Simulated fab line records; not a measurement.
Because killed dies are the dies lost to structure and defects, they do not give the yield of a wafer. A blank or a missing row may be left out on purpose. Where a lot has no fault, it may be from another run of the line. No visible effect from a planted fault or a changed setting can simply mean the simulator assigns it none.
Split-lot experiment | flow n5Finfet | route with 1938 steps; 7 lots, 21 wafers read

== THE SPLIT ITSELF ==
At N5_SD_ACTIVATION_LSA_01 (time 0.0008 s), the setting tempC was moved away from the recipe's 1080 C on 8 of the 21 wafers read, by -1.5% to +2.8%. For the rest of the wafers, this setting stayed at what the recipe calls for.

The file shows no step between the split and the reading.

== THE READING ==
At N5_SD_ACTIVATION_RS_MEAS_03, a four-point-probe measurement gives RS_SD_N in ohm/sq. Fault-free wafers of this fab line usually give 21.95 ohm/sq, standard deviation 0.3 ohm/sq.

wafer  | tool, chamber at the split | tempC as run, C | against the recipe | RS_SD_N, ohm/sq | against lot-mates on the recipe
L078.1 | laserAnneal-01, 0          | 1080            | recipe             | 21.72           | -
L078.4 | laserAnneal-01, 0          | 1080            | recipe             | 21.89           | -
L078.6 | laserAnneal-01, 0          | 1080            | recipe             | 21.61           | -
L083.1 | laserAnneal-02, 0          | 1102            | +2.0%              | 19.51           | no lot-mate on the recipe
L083.2 | laserAnneal-02, 0          | 1102            | +2.0%              | 19.74           | no lot-mate on the recipe
L083.4 | laserAnneal-02, 0          | 1102            | +2.0%              | 19.50           | no lot-mate on the recipe
L089.3 | laserAnneal-02, 0          | 1080            | recipe             | 21.92           | -
L089.4 | laserAnneal-02, 0          | 1080            | recipe             | 21.88           | -
L089.6 | laserAnneal-02, 0          | 1080            | recipe             | 22.13           | -
L090.1 | laserAnneal-01, 0          | 1110            | +2.8%              | 19.18           | -3.50
L090.2 | laserAnneal-01, 0          | 1080            | recipe             | 22.37           | -
L090.5 | laserAnneal-01, 0          | 1080            | recipe             | 22.99           | -
L092.2 | laserAnneal-01, 0          | 1080            | recipe             | 22.14           | -
L092.5 | laserAnneal-01, 0          | 1067            | -1.2%              | 23.84           | +1.68
L092.6 | laserAnneal-01, 0          | 1080            | recipe             | 22.19           | -
L096.3 | laserAnneal-01, 0          | 1080            | recipe             | 21.97           | -
L096.4 | laserAnneal-01, 0          | 1080            | recipe             | 22.10           | -
L096.6 | laserAnneal-01, 0          | 1064            | -1.5%              | 23.77           | +1.73
L097.2 | laserAnneal-02, 0          | 1080            | recipe             | 22.04           | -
L097.3 | laserAnneal-02, 0          | 1070            | -0.9%              | 23.17           | +1.13
L097.4 | laserAnneal-02, 0          | 1070            | -0.9%              | 23.28           | +1.24

FIT RESULTS
A straight line over all 21 wafers: RS_SD_N changes by -1.18 ohm/sq for each +1% of tempC; r = -0.98; the points scatter about the line by 0.3 ohm/sq.
The same after taking each lot's own level away (the mean of its wafers on the recipe; 18 wafers): -1.26 ohm/sq for each +1%; r = -0.99; scatter 0.14 ohm/sq.
Per that fit: largest tempC move, reading shift of 3.5 ohm/sq.
The lots' own levels span 21.740 to 22.680 ohm/sq, that is 3.1 times the standard deviation above.
Hence the lot-to-lot level has little effect on the slope; both slopes agree.
Check: for one of the wafers moved furthest among these (+2.8%), held out of the fit, the line's prediction against its lot-mates is -3.51 ohm/sq. It came out at -3.5 ohm/sq against them.
Tool readings at the split's step, against how far the setting was moved: wafer_temp_C_max r = +1.00.

== THE WHOLE CHAIN: every reading that the file lists as answering this split, in the file's order ==
step                        | what it does                 | reading          | change (the file's fit)              | r (the file's)
N5_SD_ACTIVATION_LSA_01     | time 0.0008 s                | wafer_temp_C_max | withheld for each +1% of the setting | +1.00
N5_SD_ACTIVATION_RS_MEAS_03 | measures by four-point-probe | RS_SD_N          | -1.26 for each +1% of the setting    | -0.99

== THE FILE'S OWN FIT ==
RS_SD_N changes by -1.26 ohm/sq for each +1% of tempC, r = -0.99.
